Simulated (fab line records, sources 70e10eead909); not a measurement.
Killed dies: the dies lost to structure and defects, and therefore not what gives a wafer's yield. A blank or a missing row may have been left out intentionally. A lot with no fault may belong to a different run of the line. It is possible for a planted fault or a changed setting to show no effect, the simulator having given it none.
The tool behind it: which one? :: flow nandHarc :: 12 lots with 36 wafers sampled at 4 steps, on a route of 1159 steps

WHAT THE GAUGES READ, wafer by wafer
NHARC_A_SLIT_OVL_MEAS_10.
lot: L075
measured: day 14 08:46
on: overlay-02
overlayXNm (nm): -0.5 -0.8 -0.5

lot: L077
measured: day 15 03:16
on: overlay-01
overlayXNm (nm): 0.6 0.2 0.5

lot: L080
measured: day 15 08:06
on: overlay-01
overlayXNm (nm): 1.7 1.2 0.7

lot: L082
measured: day 15 20:07
on: overlay-01
overlayXNm (nm): -0.5 -1.1 0.0

lot: L081
measured: day 16 11:31
on: overlay-02
overlayXNm (nm): 0.8 0.8 1.0

lot: L084
measured: day 16 19:44
on: overlay-01
overlayXNm (nm): 0.2 0.6 0.4

lot: L087
measured: day 17 07:51
on: overlay-02
overlayXNm (nm): -0.5 -0.2 -0.5

lot: L089
measured: day 17 17:39
on: overlay-02
overlayXNm (nm): 0.6 1.0 0.3

lot: L091
measured: day 18 11:05
on: overlay-02
overlayXNm (nm): 1.6 1.1 1.6

lot: L092
measured: day 18 13:08
on: overlay-02
overlayXNm (nm): -0.2 -0.4 -0.3

lot: L095
measured: day 18 21:26
on: overlay-01
overlayXNm (nm): -0.4 0.0 -0.2

lot: L096
measured: day 20 04:02
on: overlay-02
overlayXNm (nm): 0.4 0.7 0.2

WHICH TOOL RAN EACH LOT (tool, then ch and the chambers of the sampled wafers, then the start)
lot: L075
NHARC_A_STAIRCASE_DEP_417: pecvd-02 ch 0,1, day 12 05:16
NHARC_A_STAIRCASE_ALD_420: aldHk-03 ch 2,3, day 12 08:50
NHARC_A_STAIRCASE_ETCHBACK_157: rieDiel-06 ch 0,2,3, day 13 20:55

lot: L077
NHARC_A_STAIRCASE_DEP_417: pecvd-02 ch 1,2, day 12 19:46
NHARC_A_STAIRCASE_ALD_420: aldHk-04 ch 0,2, day 12 23:29
NHARC_A_STAIRCASE_ETCHBACK_157: rieDiel-08 ch 0,1,2, day 14 12:20

lot: L080
NHARC_A_STAIRCASE_DEP_417: pecvd-04 ch 0,1, day 13 02:47
NHARC_A_STAIRCASE_ALD_420: aldHk-02 ch 0,1, day 13 06:28
NHARC_A_STAIRCASE_ETCHBACK_157: rieDiel-08 ch 1,3, day 14 19:28

lot: L082
NHARC_A_STAIRCASE_DEP_417: pecvd-02 ch 0,1,2, day 13 14:46
NHARC_A_STAIRCASE_ALD_420: aldHk-02 ch 1,3, day 13 18:36
NHARC_A_STAIRCASE_ETCHBACK_157: rieDiel-08 ch 2,3, day 15 08:58

lot: L081
NHARC_A_STAIRCASE_DEP_417: pecvd-02 ch 0,1, day 14 01:12
NHARC_A_STAIRCASE_ALD_420: aldHk-03 ch 0,1,3, day 14 04:59
NHARC_A_STAIRCASE_ETCHBACK_157: rieDiel-12 ch 0,2,3, day 15 20:36

lot: L084
NHARC_A_STAIRCASE_DEP_417: pecvd-01 ch 0,1, day 14 14:32
NHARC_A_STAIRCASE_ALD_420: aldHk-04 ch 0,3, day 14 19:01
NHARC_A_STAIRCASE_ETCHBACK_157: rieDiel-08 ch 2,3, day 16 08:27

lot: L087
NHARC_A_STAIRCASE_DEP_417: pecvd-01 ch 0,2, day 15 03:52
NHARC_A_STAIRCASE_ALD_420: aldHk-04 ch 0,1,3, day 15 07:49
NHARC_A_STAIRCASE_ETCHBACK_157: rieDiel-06 ch 0,1,3, day 16 17:46

lot: L089
NHARC_A_STAIRCASE_DEP_417: pecvd-01 ch 0,1,2, day 15 16:31
NHARC_A_STAIRCASE_ALD_420: aldHk-04 ch 0,2,3, day 15 20:38
NHARC_A_STAIRCASE_ETCHBACK_157: rieDiel-06 ch 0,1,2, day 17 05:26

lot: L091
NHARC_A_STAIRCASE_DEP_417: pecvd-01 ch 1,2, day 16 06:07
NHARC_A_STAIRCASE_ALD_420: aldHk-03 ch 1,2,3, day 16 09:01
NHARC_A_STAIRCASE_ETCHBACK_157: rieDiel-06 ch 2,3, day 18 00:20

lot: L092
NHARC_A_STAIRCASE_DEP_417: pecvd-01 ch 0,1,2, day 16 09:52
NHARC_A_STAIRCASE_ALD_420: aldHk-03 ch 1,2, day 16 12:03
NHARC_A_STAIRCASE_ETCHBACK_157: rieDiel-08 ch 0,1,2, day 17 22:55

lot: L095
NHARC_A_STAIRCASE_DEP_417: pecvd-01 ch 1,2, day 16 20:53
NHARC_A_STAIRCASE_ALD_420: aldHk-04 ch 0,3, day 16 23:24
NHARC_A_STAIRCASE_ETCHBACK_157: rieDiel-08 ch 0,1,2, day 18 10:20

lot: L096
NHARC_A_STAIRCASE_DEP_417: pecvd-02 ch 0,1,2, day 17 20:55
NHARC_A_STAIRCASE_ALD_420: aldHk-04 ch 1,2,3, day 18 00:56
NHARC_A_STAIRCASE_ETCHBACK_157: rieDiel-06 ch 0,3, day 19 14:55
- NHARC_A_STAIRCASE_DEP_417: deposits Si3N4, target thk 60 nm.
- NHARC_A_STAIRCASE_ALD_420: deposits SiO2, target thk 20 nm, pulse time 6 s, ald cycles 200.
- NHARC_A_STAIRCASE_ETCHBACK_157: etches the open film in CH3F/O2, target depth 90 nm, time 167.14 s.

THE ANSWER, worked out from the rows above alone
Rule: what is usual is taken from the lots themselves. The widest of any qualifying gaps counts: lots, ordered by their means at a reading, are off when they make up no more than a third of the lots, leave a main group of 4 or more, and stand apart from it by 3 or more times the standard deviation of that group's means. A main group is skipped when, at the precision printed for the reading in the tables above, its means are all equal. A lot without any number at a reading at which 4 lots or more have one is off too. The other lots that the step has rows for count as sound.
No lot is off at any reading shown: from this, nothing can be told.

WHAT HAD BEEN PUT IN BY THE SIMULATOR
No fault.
